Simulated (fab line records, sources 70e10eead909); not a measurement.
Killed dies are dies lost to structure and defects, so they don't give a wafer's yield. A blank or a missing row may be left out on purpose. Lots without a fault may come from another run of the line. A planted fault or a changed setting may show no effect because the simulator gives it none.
Which tool did it? | flow nand_harc | 24 lots, 72 wafers sampled, at 5 steps of a route of 1159

WHAT THE GAUGES READ, wafer by wafer
NHARC_P_CONTACT_INSPECT_14.
lot  | measured     | on                | raw_defect_count
L075 | day 5 14:24  | defect_inspect-01 | 8 2 5
L074 | day 5 13:43  | defect_inspect-02 | 5 5 3
L076 | day 6 06:45  | defect_inspect-01 | 2 2 3
L077 | day 6 06:17  | defect_inspect-02 | 3 2 5
L078 | day 6 09:23  | defect_inspect-01 | 1 0 2
L079 | day 6 18:21  | defect_inspect-01 | 2 4 2
L080 | day 6 17:59  | defect_inspect-02 | 2 3 4
L081 | day 7 11:14  | defect_inspect-02 | 1 3 6
L082 | day 7 18:33  | defect_inspect-02 | 2 3 3
L083 | day 8 00:53  | defect_inspect-02 | 6 3 4
L084 | day 8 05:26  | defect_inspect-01 | 2 3 4
L085 | day 8 06:12  | defect_inspect-02 | 8 1 0
L086 | day 8 21:06  | defect_inspect-01 | 6 5 1
L087 | day 8 21:53  | defect_inspect-01 | 5 7 0
L088 | day 9 05:29  | defect_inspect-02 | 2 4 0
L089 | day 9 00:48  | defect_inspect-01 | 0 4 3
L090 | day 9 13:57  | defect_inspect-01 | 2 2 2
L091 | day 9 14:25  | defect_inspect-02 | 5 3 3
L092 | day 10 05:41 | defect_inspect-01 | 12 6 7
L093 | day 10 15:52 | defect_inspect-01 | 5 4 7
L094 | day 10 16:01 | defect_inspect-01 | 3 1 7
L095 | day 10 21:17 | defect_inspect-01 | 3 2 4
L096 | day 10 22:11 | defect_inspect-01 | 13 3 6
L097 | day 11 07:55 | defect_inspect-01 | 5 10 4

NHARC_P_M0_CD_MEAS_09: target cd 90 nm.
lot  | measured     | on        | cd_nm (nm)
L075 | day 5 18:30  | cd_sem-02 | 91.1 89.6 89.7
L074 | day 5 17:48  | cd_sem-02 | 89.6 89.9 89.3
L076 | day 6 11:40  | cd_sem-01 | 89.8 90.2 89.1
L077 | day 6 11:19  | cd_sem-03 | 89.6 90.3 90.8
L078 | day 6 13:35  | cd_sem-01 | 91.1 90.8 91.0
L079 | day 7 00:50  | cd_sem-03 | 90.4 90.5 90.8
L080 | day 7 00:37  | cd_sem-03 | 90.1 90.3 89.3
L081 | day 7 15:20  | cd_sem-02 | 90.7 91.2 90.9
L082 | day 8 00:24  | cd_sem-02 | 90.8 90.3 90.5
L083 | day 8 05:05  | cd_sem-03 | 90.3 90.7 90.5
L084 | day 8 12:16  | cd_sem-02 | 90.1 90.8 90.1
L085 | day 8 13:26  | cd_sem-02 | 89.7 89.5 91.1
L086 | day 9 08:21  | cd_sem-03 | 90.2 91.1 90.6
L087 | day 9 08:52  | cd_sem-01 | 90.1 89.8 89.8
L088 | day 9 15:42  | cd_sem-03 | 90.2 89.7 90.4
L089 | day 9 10:01  | cd_sem-02 | 90.4 89.6 90.4
L090 | day 10 00:14 | cd_sem-01 | 90.2 90.5 89.2
L091 | day 10 00:34 | cd_sem-03 | 89.2 88.9 90.6
L092 | day 10 12:17 | cd_sem-02 | 90.6 90.9 89.9
L093 | day 10 21:50 | cd_sem-03 | 90.3 89.9 90.2
L094 | day 10 21:59 | cd_sem-01 | 89.6 89.3 88.6
L095 | day 11 01:25 | cd_sem-01 | 91.1 91.2 91.5
L096 | day 11 02:20 | cd_sem-01 | 89.9 89.9 90.7
L097 | day 11 12:05 | cd_sem-01 | 90.4 90.1 89.7

WHICH TOOL RAN EACH LOT (tool, then ch and the chambers of the sampled wafers, then the start)
lot  | NHARC_P_STI_ETCH_42               | NHARC_P_GATE_RTA_80              | NHARC_P_CONTACT_ETCH_31
L075 | rie_diel-11 ch 0,2,3, day 2 16:05 | rtp_anneal-02 ch 0, day 5 12:07  | rie_diel-06 ch 0,1,3, day 5 18:30 or earlier
L074 | rie_diel-11 ch 1,2,3, day 2 16:18 | rtp_anneal-02 ch 0, day 5 11:19  | rie_diel-08 ch 0,2,3, day 5 17:48 or earlier
L076 | rie_diel-05 ch 0,1,3, day 3 04:05 | rtp_anneal-01 ch 0, day 6 04:21  | rie_diel-06 ch 0,1, day 6 11:40 or earlier
L077 | rie_diel-11 ch 0,2, day 3 04:16   | rtp_anneal-02 ch 0, day 6 03:54  | rie_diel-12 ch 1,3, day 6 11:19 or earlier
L078 | rie_diel-03 ch 0,1,2, day 3 12:11 | rtp_anneal-01 ch 0, day 6 06:59  | rie_diel-12 ch 1,2,3, day 6 13:35 or earlier
L079 | rie_diel-11 ch 0,1, day 3 19:28   | rtp_anneal-01 ch 0, day 6 15:58  | rie_diel-12 ch 1,2,3, day 7 00:50 or earlier
L080 | rie_diel-05 ch 1,2, day 3 23:06   | rtp_anneal-02 ch 0, day 6 15:37  | rie_diel-08 ch 0,2,3, day 7 00:37 or earlier
L081 | rie_diel-03 ch 0,1,2, day 4 05:22 | rtp_anneal-01 ch 0, day 7 08:50  | rie_diel-12 ch 0,3, day 7 15:20 or earlier
L082 | rie_diel-11 ch 0,2, day 4 13:12   | rtp_anneal-02 ch 0, day 7 16:11  | rie_diel-06 ch 1,2, day 8 00:24 or earlier
L083 | rie_diel-05 ch 0,1,3, day 4 17:47 | rtp_anneal-01 ch 0, day 7 22:27  | rie_diel-08 ch 0,1,3, day 8 05:05 or earlier
L084 | rie_diel-03 ch 0,1, day 5 02:06   | rtp_anneal-02 ch 0, day 8 03:02  | rie_diel-06 ch 1,2, day 8 12:16 or earlier
L085 | rie_diel-03 ch 0,1, day 5 02:17   | rtp_anneal-01 ch 0, day 8 03:49  | rie_diel-06 ch 0,1,2, day 8 13:26 or earlier
L086 | rie_diel-11 ch 0,1,3, day 5 12:44 | rtp_anneal-02 ch 0, day 8 18:50  | rie_diel-12 ch 0,1,2, day 9 08:21 or earlier
L087 | rie_diel-05 ch 0,1,2, day 5 17:14 | rtp_anneal-02 ch 0, day 8 19:40  | rie_diel-08 ch 0,1, day 9 08:52 or earlier
L088 | rie_diel-03 ch 0,1,2, day 6 01:55 | rtp_anneal-02 ch 0, day 9 03:05  | rie_diel-06 ch 0,1,2, day 9 15:42 or earlier
L089 | rie_diel-11 ch 1,2,3, day 6 02:07 | rtp_anneal-01 ch 0, day 8 22:34  | rie_diel-08 ch 0,1, day 9 01:45
L090 | rie_diel-03 ch 0,1,3, day 6 11:53 | rtp_anneal-02 ch 0, day 9 11:41  | rie_diel-08 ch 0,3, day 10 00:14 or earlier
L091 | rie_diel-05 ch 0,1,2, day 6 17:06 | rtp_anneal-01 ch 0, day 9 11:47  | rie_diel-08 ch 0,1,2, day 10 00:34 or earlier
L092 | rie_diel-11 ch 2,3, day 7 00:31   | rtp_anneal-01 ch 0, day 10 03:23 | rie_diel-12 ch 0,2, day 10 12:17 or earlier
L093 | rie_diel-03 ch 2,3, day 7 09:07   | rtp_anneal-02 ch 0, day 10 13:10 | rie_diel-12 ch 1,2, day 10 21:50 or earlier
L094 | rie_diel-11 ch 1,2,3, day 7 09:23 | rtp_anneal-01 ch 0, day 10 13:28 | rie_diel-08 ch 0,1, day 10 21:59 or earlier
L095 | rie_diel-03 ch 0,1,2, day 7 17:59 | rtp_anneal-01 ch 0, day 10 18:49 | rie_diel-08 ch 0,2,3, day 11 01:25 or earlier
L096 | rie_diel-11 ch 0,1,2, day 7 23:22 | rtp_anneal-02 ch 0, day 10 19:50 | rie_diel-08 ch 0,1,3, day 11 02:20 or earlier
L097 | rie_diel-05 ch 0,2,3, day 8 07:28 | rtp_anneal-02 ch 0, day 11 05:32 | rie_diel-08 ch 0,2,3, day 11 12:05 or earlier
- NHARC_P_STI_ETCH_42: etches the open film in N2/H2, target depth 80 nm, overetch 24 nm, time 61 s.
- NHARC_P_GATE_RTA_80: time 30 s.
- NHARC_P_CONTACT_ETCH_31: etches the open film in CH3F/O2, target depth 30 nm, time 85.7 s.

WHAT THE TOOLS THEMSELVES READ (means of the sampled wafers that have a number; where no wafer has one, the mark that the record gives instead)
NHARC_P_STI_ETCH_42.
lot  | tool        | drypump_motor_current_A (A) | oes_product_au (a.u.) | rf_vpp_V (V) | showerhead_plenum_p_Torr (Torr) | throttle_valve_pct (%)
L075 | rie_diel-11 | 5.5                         | 1.006                 | 430.9        | 2.07                            | 14.175
L074 | rie_diel-11 | 5.3                         | 1.018                 | 431.4        | 2.09                            | 14.167
L076 | rie_diel-05 | 5.9                         | 1.000                 | 431.1        | 2.08                            | 14.175
L077 | rie_diel-11 | 5.7                         | 0.994                 | 430.2        | 2.04                            | 14.171
L078 | rie_diel-03 | 5.8                         | 0.991                 | 431.6        | 2.10                            | 14.174
L079 | rie_diel-11 | 5.4                         | 1.011                 | 430.1        | 2.03                            | 14.164
L080 | rie_diel-05 | 5.9                         | 0.999                 | 431.5        | 2.04                            | 14.166
L081 | rie_diel-03 | 5.7                         | 0.992                 | 431.9        | 2.10                            | 14.169
L082 | rie_diel-11 | 5.6                         | 1.001                 | 432.0        | 2.08                            | 14.172
L083 | rie_diel-05 | 5.9                         | 0.995                 | 432.0        | 2.08                            | 14.172
L084 | rie_diel-03 | 5.9                         | 0.997                 | 432.2        | 2.11                            | 14.174
L085 | rie_diel-03 | 5.9                         | 0.997                 | 433.2        | 2.11                            | 14.165
L086 | rie_diel-11 | 5.4                         | 1.002                 | 430.9        | 2.03                            | 14.172
L087 | rie_diel-05 | 5.8                         | 1.002                 | 432.0        | 2.08                            | 14.166
L088 | rie_diel-03 | 5.8                         | 0.995                 | 431.5        | 2.10                            | 14.187
L089 | rie_diel-11 | 5.3                         | 1.008                 | 432.5        | 2.08                            | 14.165
L090 | rie_diel-03 | 5.8                         | 0.997                 | 432.3        | 2.10                            | 14.176
L091 | rie_diel-05 | 5.8                         | 1.012                 | 432.1        | 2.08                            | 14.174
L092 | rie_diel-11 | 5.3                         | 1.003                 | 431.6        | 2.09                            | 14.174
L093 | rie_diel-03 | 5.4                         | 1.001                 | 432.9        | 2.14                            | 14.163
L094 | rie_diel-11 | 5.3                         | 1.011                 | 431.4        | 2.08                            | 14.177
L095 | rie_diel-03 | 5.8                         | 0.996                 | 432.3        | 2.10                            | 14.174
L096 | rie_diel-11 | 5.5                         | 1.008                 | 431.1        | 2.05                            | 14.177
L097 | rie_diel-05 | 5.6                         | 1.002                 | 430.5        | 2.06                            | 14.178

NHARC_P_GATE_RTA_80.
lot  | tool          | lamp_power_pct (%) | wafer_temp_C_max
L075 | rtp_anneal-02 | 2.4                | 301.21
L074 | rtp_anneal-02 | 2.4                | 300.86
L076 | rtp_anneal-01 | 1.8                | 301.08
L077 | rtp_anneal-02 | 2.4                | 300.73
L078 | rtp_anneal-01 | 1.8                | 301.17
L079 | rtp_anneal-01 | 1.8                | 301.25
L080 | rtp_anneal-02 | 2.4                | 300.92
L081 | rtp_anneal-01 | 1.8                | 301.08
L082 | rtp_anneal-02 | 2.4                | 301.08
L083 | rtp_anneal-01 | 1.8                | 300.93
L084 | rtp_anneal-02 | 2.4                | 300.58
L085 | rtp_anneal-01 | 1.8                | 300.91
L086 | rtp_anneal-02 | 2.4                | 300.92
L087 | rtp_anneal-02 | 2.4                | 300.65
L088 | rtp_anneal-02 | 2.4                | 300.81
L089 | rtp_anneal-01 | 1.8                | 301.60
L090 | rtp_anneal-02 | 2.4                | 300.88
L091 | rtp_anneal-01 | 1.8                | 301.16
L092 | rtp_anneal-01 | 1.8                | 301.36
L093 | rtp_anneal-02 | 2.4                | 300.76
L094 | rtp_anneal-01 | 1.8                | 301.13
L095 | rtp_anneal-01 | 1.8                | 301.07
L096 | rtp_anneal-02 | 2.4                | 300.75
L097 | rtp_anneal-02 | 2.4                | 300.87

NHARC_P_CONTACT_ETCH_31.
lot  | tool        | drypump_motor_current_A (A) | oes_product_au (a.u.) | rf_vpp_V (V) | showerhead_plenum_p_Torr (Torr) | throttle_valve_pct (%)
L075 | rie_diel-06 | 6.1                         | 0.990                 | 244.1        | 2.46                            | 20.662
L074 | rie_diel-08 | 5.9                         | 0.979                 | 244.5        | 2.47                            | 20.664
L076 | rie_diel-06 | 6.3                         | 0.985                 | 243.5        | 2.40                            | 20.662
L077 | rie_diel-12 | 5.4                         | 0.983                 | 244.9        | 2.54                            | 20.651
L078 | rie_diel-12 | 5.4                         | 1.000                 | 244.3        | 2.49                            | 20.663
L079 | rie_diel-12 | 5.4                         | 0.988                 | 244.6        | 2.49                            | 20.669
L080 | rie_diel-08 | 5.8                         | 0.995                 | 244.3        | 2.47                            | 20.664
L081 | rie_diel-12 | 5.9                         | 0.981                 | 245.4        | 2.54                            | 20.657
L082 | rie_diel-06 | 6.3                         | 0.992                 | 245.2        | 2.50                            | 20.656
L083 | rie_diel-08 | 6.0                         | 0.983                 | 244.7        | 2.46                            | 20.658
L084 | rie_diel-06 | 6.4                         | 1.006                 | 244.9        | 2.50                            | 20.665
L085 | rie_diel-06 | 6.3                         | 0.987                 | 244.2        | 2.45                            | 20.661
L086 | rie_diel-12 | 5.6                         | 0.987                 | 243.3        | 2.41                            | 20.663
L087 | rie_diel-08 | 6.2                         | 0.978                 | 246.0        | 2.52                            | 20.660
L088 | rie_diel-06 | 6.3                         | 0.987                 | 243.7        | 2.44                            | 20.654
L089 | rie_diel-08 | 6.1                         | 1.010                 | 244.9        | 2.48                            | 20.670
L090 | rie_diel-08 | 5.8                         | 0.933                 | 244.2        | 2.42                            | 20.671
L091 | rie_diel-08 | 6.1                         | 0.985                 | 245.3        | 2.53                            | 20.669
L092 | rie_diel-12 | 5.9                         | 0.978                 | 243.7        | 2.45                            | 20.661
L093 | rie_diel-12 | 5.1                         | 0.998                 | 243.7        | 2.40                            | 20.672
L094 | rie_diel-08 | 6.2                         | 0.964                 | 245.6        | 2.51                            | 20.663
L095 | rie_diel-08 | 5.8                         | 0.993                 | 245.0        | 2.47                            | 20.660
L096 | rie_diel-08 | 6.0                         | 0.967                 | 244.6        | 2.45                            | 20.658
L097 | rie_diel-08 | 5.8                         | 0.990                 | 244.3        | 2.47                            | 20.669

THE ANSWER, worked out from the rows above alone
Rule: what is usual is taken from the lots themselves. Put in order of their means at a reading, lots are off if they are a third of the lots or fewer, leave a main group of 4 or more, and stand apart from it by a gap of 3 or more times the standard deviation of the main group's means; of several such gaps the widest counts. A main group whose means are all the same, to the digits that the tables above print for the reading, isn't used. A lot without any number at a reading at which 4 lots or more have one is off too. The other lots that the step has rows for count as sound. The gauges are gone through in route order, then the tools' own readings, and for those a lot's mean is taken as printed above. The first step at which some lot is off is used, and at that step the reading that is off furthest; a lot without a number counts as furthest.
No lot is off at any reading shown: from this, nothing can be told.

WHAT THE SIMULATOR HAD PUT IN
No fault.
